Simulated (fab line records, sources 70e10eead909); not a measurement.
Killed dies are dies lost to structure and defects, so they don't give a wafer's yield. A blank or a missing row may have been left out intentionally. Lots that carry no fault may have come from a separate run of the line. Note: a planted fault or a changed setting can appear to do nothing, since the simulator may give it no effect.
The tool behind it: which one?    flow nandHarc    14 lots with 42 wafers sampled at 5 steps, on a route of 1302 steps

== WHAT THE GAUGES SHOWED, per wafer ==
NHARC_A_BONDPAD_OVL_MEAS_35. Usual: overlayXNm -1 nm, standard deviation 6.8; overlayYNm -1 nm, standard deviation 4.1.
lot   measured      on          overlayXNm (nm)  overlayYNm (nm)  flag
L881  day 22 23:36  overlay-01  -6 -6 -6         -6 -6 -6         
L882  day 23 13:18  overlay-02  1 1 1            -2 -2 -2         
L884  day 23 15:40  overlay-01  -8 -8 -8         -5 -4 -4         
L885  day 24 07:49  overlay-01  0 0 0            -1 -1 -1         
L887  day 25 15:20  overlay-02  5 4 4            -3 -3 -3         
L889  day 27 08:28  overlay-02  -13 -13 -12      0 0 0            
L892  day 27 18:43  overlay-01  -7 -7 -7         -9 -9 -9         
L898  day 29 09:45  overlay-02  6 6 6            -1 -1 0          
L899  day 30 20:25  overlay-01  4 5 4            2 2 1            
L901  day 31 01:22  overlay-02  -7 -6 -6         0 0 1            
L900  day 31 03:04  overlay-01  -10 -9 -9        -2 -3 -2         
L902  day 31 15:43  overlay-02  2 1 1            1 1 1            
L904  day 32 21:02  overlay-02  10 10 10         -9 -9 -9         
L903  day 33 10:06  overlay-01  -2 -1 -1         -1 -2 -2         

NHARC_END_SORT_01. Usual: defectLimitedYield is 89.8 % with standard deviation 2.4, killedAtArray is 64 with standard deviation 16, killedAtOther is 1.0 with standard deviation 1.1, killedAtPeriphery is 3.5 with standard deviation 2.3, killedDies is 69 with standard deviation 17, killedOpen is 3.2 with standard deviation 1.6, and killedShort is 2.4 with standard deviation 1.6.
lot   measured      on         defectLimitedYield (%)  killedAtArray  killedAtOther  killedAtPeriphery  killedDies   killedOpen  killedShort  flag
L889  day 28 16:53  prober-01  0 0 0                   64 62 50       610 613 625    3 2 2              677 677 677  5 4 4       1 2 0        OFF
L892  day 29 02:22  prober-01  0 0 0                   47 53 49       627 622 628    3 2 0              677 677 677  6 3 4       1 4 3        OFF
L898  day 30 15:19  prober-01  84.9 84.5 84.9          96 101 98      1 0 1          5 4 3              102 105 102  6 2 2       2 0 0        
L899  day 32 10:14  prober-01  94.8 94.2 94.5          31 33 35       3 3 0          1 3 2              35 39 37     4 4 2       1 1 1        
L900  day 32 18:23  prober-01  89.7 91.9 90.3          69 54 62       0 0 1          1 1 3              70 55 66     2 4 6       2 3 5        
L903  day 34 19:25  prober-02  87.0 91.7 89.4          84 55 69       0 1 1          4 0 2              88 56 72     3 2 0       1 1 4        

== EACH LOT AND THE TOOL THAT RAN IT (in order: tool; ch and the chambers of the sampled wafers; start) ==
lot   NHARC_THIN_TSV_CMP_01          NHARC_THIN_TSV_PVD_51                   NHARC_THIN_TSV_ECD_20
L881  cmp-03 ch 0,1,2, day 23 13:11  pvdSputter-01, day 23 17:41 or earlier  ecdCu-01 ch 1, day 23 17:41
L882  cmp-01 ch 0,1,3, day 24 07:36  pvdSputter-01, day 24 12:35 or earlier  ecdCu-01 ch 0,1, day 24 12:35
L884  cmp-04 ch 0,3, day 24 06:26    pvdSputter-01, day 24 10:56 or earlier  ecdCu-02 ch 0,1, day 24 10:56
L885  cmp-01 ch 0,1,2, day 24 21:10  pvdSputter-02, day 25 02:01 or earlier  ecdCu-02 ch 0,1, day 25 02:01
L887  cmp-01 ch 0,1,3, day 26 05:04  pvdSputter-01, day 26 09:33 or earlier  ecdCu-01 ch 1, day 26 09:33
L889  cmp-03 ch 0,1,2, day 28 01:05  pvdSputter-02, day 28 05:38 or earlier  ecdCu-02 ch 0,1, day 28 05:38
L892  cmp-04 ch 0,1, day 28 08:23    pvdSputter-02, day 28 12:58 or earlier  ecdCu-02 ch 0,1, day 28 12:58
L898  cmp-01 ch 0,1,3, day 29 23:09  pvdSputter-02, day 30 03:45 or earlier  ecdCu-01 ch 0,1, day 30 03:45
L899  cmp-04 ch 2,3, day 31 15:26    pvdSputter-03, day 31 20:23 or earlier  ecdCu-02 ch 0,1, day 31 20:23
L901  cmp-01 ch 0,1,3, day 31 16:37  pvdSputter-02, day 31 21:42 or earlier  ecdCu-02 ch 0,1, day 31 21:42
L900  cmp-03 ch 1,2,3, day 32 01:49  pvdSputter-01, day 32 06:35 or earlier  ecdCu-02 ch 0,1, day 32 06:35
L902  cmp-04 ch 0,3, day 32 11:55    pvdSputter-03, day 32 16:44 or earlier  ecdCu-02 ch 0,1, day 32 16:44
L904  cmp-01 ch 1,3, day 33 09:59    pvdSputter-01, day 33 14:40 or earlier  ecdCu-01 ch 1, day 33 14:40
L903  cmp-01 ch 0,1,3, day 34 02:17  pvdSputter-02, day 34 06:48 or earlier  ecdCu-02 ch 0,1, day 34 06:48
- NHARC_THIN_TSV_CMP_01: polishes.
- NHARC_THIN_TSV_PVD_51: deposits Cu, target thk 100 nm.
- NHARC_THIN_TSV_ECD_20: material Cu, target thk 2000 nm.

== WHAT THE TOOLS THEMSELVES READ (means of the sampled wafers that have a number; where no wafer has one, the mark that the record gives instead) ==
NHARC_THIN_TSV_CMP_01. Usual: 12.2 A for motorCurrentA, sd 1.2.
lot   tool    motorCurrentA (A)  flag
L881  cmp-03  11.8               
L882  cmp-01  12.8               
L884  cmp-04  11.3               
L885  cmp-01  13.0               
L887  cmp-01  12.5               
L889  cmp-03  11.9               
L892  cmp-04  12.0               
L898  cmp-01  12.4               
L899  cmp-04  11.6               
L901  cmp-01  12.5               
L900  cmp-03  12.0               
L902  cmp-04  11.4               
L904  cmp-01  11.6               
L903  cmp-01  12.4               

NHARC_THIN_TSV_PVD_51. Usual: 29.8 % for throttleValvePct, sd 0.93.
lot   tool           throttleValvePct (%)  flag
L881  pvdSputter-01  30.2                  
L882  pvdSputter-01  30.0                  
L884  pvdSputter-01  30.0                  
L885  pvdSputter-02  29.6                  
L887  pvdSputter-01  29.9                  
L889  pvdSputter-02  29.9                  
L892  pvdSputter-02  30.0                  
L898  pvdSputter-02  29.9                  
L899  pvdSputter-03  29.4                  
L901  pvdSputter-02  29.9                  
L900  pvdSputter-01  30.0                  
L902  pvdSputter-03  29.2                  
L904  pvdSputter-01  29.4                  
L903  pvdSputter-02  29.8                  

== THE ANSWER, worked out from the rows above alone ==
Rule: take the mean of a lot's wafers that have a number; if it is more than 3 standard deviations from the usual mean, the lot is off. Also off: a lot with no number at a reading for which 4 or more lots have one. All remaining lots with rows at the step are treated as sound. The gauges are gone through in route order, then the tools' own readings, and for those a lot's mean is taken as printed above. The first step at which some lot is off is used, and at that step the reading that is off furthest; a lot without a number counts as furthest.
Off: L889, L892 (NHARC_END_SORT_01, killedAtOther). Neither off nor sound, because the step has no rows for them: L881, L882, L884, L885, L887, L901, L902, L904.
If a tool, at a process step before that reading, ran all the lots that are off and no sound lot after the first of them, it fits. Those tools and the gauges at NHARC_END_SORT_01 are tried in the same way. NHARC_THIN_TSV_PVD_51: start missing for some lots; hours and lot order therefore follow NHARC_THIN_TSV_ECD_20. Not one of the candidates tried fits.

== WHAT WAS PUT IN BY THE SIMULATOR ==
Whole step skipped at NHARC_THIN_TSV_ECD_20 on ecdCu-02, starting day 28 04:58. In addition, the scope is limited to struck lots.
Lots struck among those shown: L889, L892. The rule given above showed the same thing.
